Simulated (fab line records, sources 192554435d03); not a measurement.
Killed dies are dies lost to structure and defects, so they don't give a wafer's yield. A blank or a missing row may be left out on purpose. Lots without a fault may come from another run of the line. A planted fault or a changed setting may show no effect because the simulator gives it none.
Chamber matching | flow n5_finfet | N5_SDB_ETCH_17 on rie_diel-02: 4 sister chambers
The step etches SiARC in CF4, target depth 23.4 nm, time 39 s. 4 wafers are shown with their chamber, then 11 later ones without.

WAFERS WITH THEIR CHAMBER
wafer  | chamber | drypump_motor_current_A (A)
L088.2 | 2       | 5.6
L089.1 | 1       | 4.8
L089.6 | 0       | 5.5
L091.1 | 3       | 5.8

WAFERS WITHOUT THEIR CHAMBER
wafer  | drypump_motor_current_A (A)
L091.4 | 5.6
L091.5 | 5.6
L093.2 | 5.5
L093.3 | 5.6
L093.4 | 5.9
L094.1 | 5.6
L094.4 | 4.9
L094.5 | 5.6
L097.1 | 5.7
L097.3 | 5.8
L097.5 | 5.6

WHICH CHAMBER EACH WENT THROUGH
wafer  | from the rows above          | in truth
L091.4 | can't be placed: 2 or 0      | 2
L091.5 | can't be placed: 2 or 0      | 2
L093.2 | can't be placed: 0 or 2      | 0
L093.3 | can't be placed: 2 or 0      | 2
L093.4 | 3                            | 3
L094.1 | can't be placed: 2 or 0      | 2
L094.4 | 1                            | 1
L094.5 | can't be placed: 2 or 0      | 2
L097.1 | can't be placed: 3 or 2 or 0 | 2
L097.3 | 3                            | 3
L097.5 | can't be placed: 2 or 0      | 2
Placed correctly: 3 of 11. Can't be placed from these rows: 8 (the true chamber is among the candidates in 8). Placed wrongly: 0.
How it was worked out, from the rows above alone: a wafer's distance from a chamber is the root of the sum, over the readings, of the square of ((its reading less the chamber's mean) divided by the reading's scatter). The wafer belongs to the nearest chamber; if the next one is less than 2 further off, it can't be placed. A chamber's mean is the mean of its shown wafers. The scatter: with one shown wafer a chamber, the root of the mean of the squares of how far each hidden wafer lies from its nearest shown one.
